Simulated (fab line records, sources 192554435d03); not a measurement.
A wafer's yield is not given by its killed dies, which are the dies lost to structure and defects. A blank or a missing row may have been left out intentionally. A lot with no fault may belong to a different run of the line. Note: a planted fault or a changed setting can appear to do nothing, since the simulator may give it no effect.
fab line records ; flow n5-finfet ; part 2 of 2: steps 5 to 6 of 6
record: lots: 22; wafers: 66; last-day: 17
route steps=1938 shown BEOL_M8@1353 BEOL_M9@1401
lots that met no fault: taken from a fault-free run of the same line
start-h: start of the lot's first displayed wafer, in hours after the record's first day ; wait-h: hours from the lot's prior step to this one ; " same as the row above ; L1.1+2: a row that stands for several wafers ; - either no value or no given start ; * or withheld: withheld ; < > ~ a bound
route shown NAME@n: names a module that has steps shown in the file, with the first one's number in the route ; usual: mean/standard deviation taken from wafers without a fault ; same: alike in all rows ; chamber/n: place in a boat ; sites: readings site by site ; _std_site: the values' standard deviation ; _edge_site: mean of outer sites minus mean of inner sites ; radius-mm: how far each site lies from the wafer's centre ; mask NAME#n: copy n ; behind: tool/chamber where the wafer was last shaped ; hold: the reason the lot was held/the length of the hold in hours/how it ended ; device: whichever transistor did not switch (one of n, p or np) ; end of line: at the end of the route, the tests of the same wafers ; a step with no rows: only its recipe ; killed: dies that structure and defects cost at the first sort, which is not the same as the wafer's yield ; map: the dies of a wafer, with x for killed, . for not killed, _ for no die there
set.NAME: the setting that was run; set.NAME@STEP: the one run at that earlier step ; model.NAME: the simulator's own value behind a step, which no gauge read
one table for each step of the route and one row for each wafer, over a sample of lots
services: from which hour (start-h, from the record's first day; less than 0 if before it) a tool's chamber was out of use, for how many hours, and why
== steps ==
step: N5_BEOL_M9_ILD_DEP_00
recipe: material: SiCOH_lowk; target-thk-a: 3085.1; temp-c: 300; precursor: DEMS/porogen; pressure-torr: 5; rf-w: 500; time-s: 58
usual: heater-power-w: 320/51; showerhead-plenum-p-Torr: 5.730/0.012; throttle-valve-pct: 14.1/1.1
lot.wafer;tool;chamber;start-h;wait-h;heater-power-w;showerhead-plenum-p-Torr;throttle-valve-pct
L074.2;pecvd-03;2;191.98;0.0;292;5.727;13.3
L074.3;pecvd-03;0;191.98;0.0;348;5.732;14.6
L074.4;pecvd-03;1;191.98;0.0;355;5.730;14.4
L076.2;pecvd-04;2;196.28;0.0;329;5.729;12.6
L076.5;pecvd-04;1;196.28;0.0;380;5.736;16.0
L076.6;pecvd-04;0;196.28;0.0;251;5.701;14.2
L075.3;pecvd-01;0;196.60;0.0;369;5.743;14.0
L075.5;pecvd-01;1;196.60;0.0;268;5.721;15.3
L075.6;pecvd-01;0;196.60;0.0;385;5.735;13.7
L077.2;pecvd-03;2;216.80;0.0;300;5.723;13.4
L077.5;pecvd-03;0;216.80;0.0;395;5.719;14.4
L077.6;pecvd-03;2;216.80;0.0;293;5.724;13.1
L078.1;pecvd-03;2;226.17;0.0;253;5.728;13.4
L078.3;pecvd-03;0;226.17;0.0;334;5.729;14.5
L078.6;pecvd-03;2;226.17;0.0;267;5.728;13.7
L079.3;pecvd-03;1;226.51;0.0;340;5.729;14.4
L079.5;pecvd-03;1;226.51;0.0;341;5.722;14.5
L079.6;pecvd-03;0;226.51;0.0;405;5.723;14.4
L081.2;pecvd-04;0;237.82;0.0;273;5.723;13.9
L081.4;pecvd-04;2;237.82;0.0;332;5.721;12.9
L081.6;pecvd-04;2;237.82;0.0;336;5.718;12.5
L083.4;pecvd-04;2;243.64;0.1;329;5.728;12.8
L083.5;pecvd-04;0;243.64;0.1;287;5.713;14.2
L083.6;pecvd-04;1;243.64;0.1;367;5.733;16.0
L082.1;pecvd-01;2;247.13;0.0;225;5.735;12.7
L082.2;pecvd-01;0;247.13;0.0;367;5.726;13.8
L082.4;pecvd-01;2;247.13;0.0;236;5.751;12.5
L084.3;pecvd-04;1;247.45;0.0;374;5.743;16.0
L084.4;pecvd-04;2;247.45;0.0;338;5.729;12.7
L084.5;pecvd-04;0;247.45;0.0;288;5.721;14.2
L085.2;pecvd-04;2;260.73;0.0;300;5.736;12.4
L085.3;pecvd-04;2;260.73;0.0;316;5.730;12.8
L085.6;pecvd-04;1;260.73;0.0;384;5.756;16.0
L086.1;pecvd-04;2;267.79;0.0;346;5.727;13.0
L086.2;pecvd-04;0;267.79;0.0;250;5.723;13.9
L086.4;pecvd-04;1;267.79;0.0;366;5.740;16.0
L087.2;pecvd-04;0;273.35;0.0;274;5.717;13.9
L087.3;pecvd-04;1;273.35;0.0;371;5.746;16.2
L087.6;pecvd-04;2;273.35;0.0;354;5.739;12.6
L088.1;pecvd-03;2;280.68;0.0;255;5.728;13.3
L088.2;pecvd-03;1;280.68;0.0;354;5.728;14.2
L088.4;pecvd-03;1;280.68;0.0;360;5.732;14.4
L090.1;pecvd-04;0;280.96;0.0;301;5.695;13.9
L090.4;pecvd-04;2;280.96;0.0;305;5.718;12.8
L090.6;pecvd-04;1;280.96;0.0;313;5.748;15.9
L091.1;pecvd-03;2;288.99;0.0;300;5.723;13.6
L091.3;pecvd-03;1;288.99;0.0;322;5.744;14.3
L091.4;pecvd-03;0;288.99;0.0;346;5.722;14.5
L092.2;pecvd-03;0;296.72;0.0;345;5.725;14.3
L092.4;pecvd-03;2;296.72;0.0;319;5.712;13.5
L092.6;pecvd-03;1;296.72;0.0;374;5.729;14.4
L093.1;pecvd-01;2;302.33;0.0;216;5.728;12.9
L093.5;pecvd-01;0;302.33;0.0;362;5.745;14.0
L093.6;pecvd-01;2;302.33;0.0;224;5.756;12.6
L094.2;pecvd-01;1;305.38;0.0;307;5.719;15.3
L094.3;pecvd-01;0;305.38;0.0;384;5.749;13.8
L094.5;pecvd-01;0;305.38;0.0;391;5.743;14.0
L095.1;pecvd-01;1;311.14;0.0;269;5.734;15.3
L095.2;pecvd-01;0;311.14;0.0;405;5.741;14.0
L095.4;pecvd-01;2;311.14;0.0;264;5.745;13.0
L096.2;pecvd-04;1;330.26;0.0;368;5.750;15.9
L096.3;pecvd-04;2;330.26;0.0;336;5.745;12.9
L096.4;pecvd-04;0;330.26;0.0;235;5.715;13.8
L097.2;pecvd-04;2;340.09;0.0;301;5.725;13.2
L097.3;pecvd-04;1;340.09;0.0;342;5.737;16.0
L097.6;pecvd-04;0;340.09;0.0;288;5.712;14.1
step: N5_BEOL_M9_ETCH_62
recipe: chemistry: N2/H2; target: SOC; target-depth-a: 1100; overetch-a: 220; mask-material: SiARC; temp-c: 40; time-s: 165; ion-energy-ev: 200; pressure-mtorr: 30; source-w: 840; bias-w: 150; n2-flow-sccm: 200; h2-flow-sccm: 200
usual: bias-w: 150.0/0.42; drypump-motor-current-A: 5.7/0.56; oes-product-au: 0.67/0.065; rf-vpp-V: 524/3.1; showerhead-plenum-p-Torr: 2.54/0.11; throttle-valve-pct: 17.79/0.23
lot.wafer;tool;chamber;start-h;wait-h;bias-w;drypump-motor-current-A;oes-product-au;rf-hours-counter-h;rf-vpp-V;showerhead-plenum-p-Torr;throttle-valve-pct
L074.2;rie-diel-05;0;195.27;0.0;150.6;5.6;0.64;124;519;2.35;17.76
L074.3;rie-diel-05;1;195.27;0.0;150.8;6.1;0.71;64;529;2.70;17.60
L074.4;rie-diel-05;2;195.27;0.0;150.0;6.8;0.67;107;527;2.67;17.47
L076.2;rie-diel-05;2;200.01;0.0;149.8;6.8;0.69;108;528;2.67;17.46
L076.5;rie-diel-05;2;200.01;0.0;150.0;6.7;0.68;-;526;2.67;17.46
L076.6;rie-diel-05;3;200.01;0.0;149.8;5.8;0.60;-;525;2.61;17.41
L075.3;rie-diel-03;2;200.65;0.0;150.0;5.1;0.63;163;519;2.42;17.57
L075.5;rie-diel-03;0;200.65;0.0;149.6;5.9;0.62;-;523;2.55;18.07
L075.6;rie-diel-03;1;200.65;0.0;148.9;6.1;0.74;-;521;2.51;17.86
L077.2;rie-diel-01;0;218.60;0.0;150.6;4.9;0.72;71;525;2.59;18.03
L077.5;rie-diel-01;0;218.60;0.0;149.9;4.9;0.72;-;524;2.59;18.03
L077.6;rie-diel-01;1;218.60;0.0;149.8;5.8;0.72;-;526;2.58;17.74
L078.1;rie-diel-01;2;228.27;0.0;150.0;5.0;0.58;249;523;2.50;18.42
L078.3;rie-diel-01;1;228.27;0.0;149.3;5.8;0.72;57;525;2.58;17.75
L078.6;rie-diel-01;0;228.27;0.0;151.0;4.9;0.72;-;525;2.59;18.05
L079.3;rie-diel-05;0;228.49;0.0;150.4;5.6;0.64;133;518;2.34;17.81
L079.5;rie-diel-05;1;228.49;0.0;150.2;6.1;0.70;-;527;2.69;17.61
L079.6;rie-diel-05;0;228.49;0.0;149.7;5.6;0.64;-;518;2.34;17.77
L081.2;rie-diel-03;3;242.01;0.0;150.4;5.4;0.59;249;525;2.61;17.94
L081.4;rie-diel-03;0;242.01;0.0;150.4;5.9;0.62;181;524;2.54;18.09
L081.6;rie-diel-03;2;242.01;0.0;150.5;5.0;0.63;-;520;2.41;17.59
L083.4;rie-diel-01;0;245.56;0.0;150.4;4.9;0.71;82;526;2.59;18.05
L083.5;rie-diel-01;1;245.56;0.0;151.0;5.8;0.71;-;524;2.57;17.76
L083.6;rie-diel-01;2;245.56;0.0;150.5;5.0;0.86;-;523;2.50;17.95
L082.1;rie-diel-05;0;250.12;0.0;149.8;5.6;0.63;141;518;2.34;17.80
L082.2;rie-diel-05;3;250.12;0.0;150.2;5.8;0.59;232;526;2.60;17.45
L082.4;rie-diel-05;1;250.12;0.0;150.1;6.1;0.68;79;527;2.69;17.64
L084.3;rie-diel-03;2;250.28;0.0;150.0;5.1;0.63;180;520;2.41;17.60
L084.4;rie-diel-03;2;250.28;0.0;150.1;5.1;0.63;-;522;2.41;17.56
L084.5;rie-diel-03;1;250.28;0.0;150.1;6.1;0.73;-;521;2.50;17.88
L085.2;rie-diel-01;1;263.56;0.0;149.5;5.8;0.70;68;525;2.57;17.76
L085.3;rie-diel-01;2;263.56;0.0;150.2;5.0;0.83;5;525;2.50;17.97
L085.6;rie-diel-01;2;263.56;0.0;150.4;5.0;0.82;-;523;2.50;17.97
L086.1;rie-diel-05;2;270.68;0.0;150.2;6.8;0.66;129;527;2.66;17.51
L086.2;rie-diel-05;0;270.68;0.0;150.2;5.6;0.63;146;518;2.34;17.80
L086.4;rie-diel-05;3;270.68;0.0;149.7;5.8;0.59;238;525;2.60;17.48
L087.2;rie-diel-01;1;274.93;0.0;149.9;5.8;0.69;72;525;2.57;17.78
L087.3;rie-diel-01;0;274.93;0.0;149.6;4.9;0.70;91;524;2.58;18.09
L087.6;rie-diel-01;1;274.93;0.0;149.6;5.8;0.70;-;524;2.57;17.76
L088.1;rie-diel-03;2;283.17;0.0;149.8;5.1;0.62;192;522;2.40;17.61
L088.2;rie-diel-03;3;283.17;0.0;150.0;5.4;0.81;5;526;2.60;17.47
L088.4;rie-diel-03;1;283.17;0.0;149.5;6.1;0.72;76;521;2.49;17.91
L090.1;rie-diel-01;1;283.53;0.0;150.5;5.8;0.69;76;526;2.57;17.76
L090.4;rie-diel-01;2;283.53;0.0;149.6;5.0;0.81;12;523;2.50;17.99
L090.6;rie-diel-01;2;283.53;0.0;150.0;5.0;0.81;-;523;2.50;18.00
L091.1;rie-diel-05;2;291.52;0.0;150.3;6.7;0.66;136;527;2.66;17.51
L091.3;rie-diel-05;1;291.52;0.0;149.8;6.1;0.68;91;527;2.69;17.66
L091.4;rie-diel-05;2;291.52;0.0;150.0;6.8;0.65;-;529;2.66;17.50
L092.2;rie-diel-05;1;298.93;0.0;150.2;6.1;0.68;94;527;2.68;17.66
L092.4;rie-diel-05;3;298.93;0.0;150.4;5.8;0.58;247;527;2.59;17.49
L092.6;rie-diel-05;3;298.93;0.0;150.0;5.8;0.58;-;526;2.59;17.49
L093.1;rie-diel-01;3;304.14;0.0;150.0;5.3;0.57;242;520;2.42;17.98
L093.5;rie-diel-01;3;304.14;0.0;149.8;5.4;0.57;-;521;2.42;17.96
L093.6;rie-diel-01;2;304.14;0.0;150.2;5.0;0.79;-;523;2.50;17.99
L094.2;rie-diel-05;0;307.19;0.0;149.7;5.6;0.63;158;518;2.33;17.81
L094.3;rie-diel-05;2;307.19;0.0;150.4;6.8;0.66;141;528;2.66;17.51
L094.5;rie-diel-05;3;307.19;0.0;150.6;5.7;0.58;-;525;2.59;17.48
L095.1;rie-diel-05;0;312.95;0.0;150.0;5.6;0.62;160;517;2.33;17.82
L095.2;rie-diel-05;2;312.95;0.0;149.8;6.7;0.65;144;527;2.65;17.50
L095.4;rie-diel-05;2;312.95;0.0;149.8;6.8;0.65;-;526;2.65;17.53
L096.2;rie-diel-01;1;332.49;0.0;150.1;5.9;0.68;90;525;2.56;17.81
L096.3;rie-diel-01;2;332.49;0.0;150.1;5.0;0.78;28;523;2.49;18.01
L096.4;rie-diel-01;1;332.49;0.0;149.8;5.8;0.68;-;525;2.56;17.80
L097.2;rie-diel-01;1;342.19;0.0;150.4;5.9;0.68;95;525;2.56;17.83
L097.3;rie-diel-01;0;342.19;0.0;150.2;4.9;0.68;115;524;2.57;18.11
L097.6;rie-diel-01;1;342.19;0.0;149.8;5.8;0.68;-;526;2.56;17.81
== services ==
tool;chamber;start-h;hours;kind
pecvd-04;-;166.30;2.6;repair
cmp-04;-;170.48;3.3;repair
pecvd-03;-;171.75;3.1;repair
cmp-04;-;187.98;1.9;repair
pecvd-01;-;191.75;2.8;pm
rie-diel-02;-;192.75;0.2;repair
pecvd-03;1;206.10;6.1;repair
rie-diel-04;0;208.52;8.1;repair
rie-diel-01;3;211.88;14.8;repair
rie-metal-01;1;225.19;7.6;repair
cmp-03;-;228.10;0.5;repair
pecvd-04;-;238.23;0.5;repair
cmp-03;-;247.22;0.9;repair
pecvd-04;0;251.52;12.3;repair
rie-diel-02;2;266.21;11.0;repair
pecvd-03;-;271.33;1.2;repair
rie-diel-04;-;279.19;1.3;repair
rie-diel-04;2;280.55;4.1;repair
rie-diel-05;3;288.80;4.2;repair
rie-metal-03;0;302.78;1.7;repair
pecvd-01;-;306.51;1.0;repair
cmp-04;-;316.37;0.6;repair
pecvd-04;-;323.14;1.8;repair
rie-diel-01;1;326.54;5.2;repair
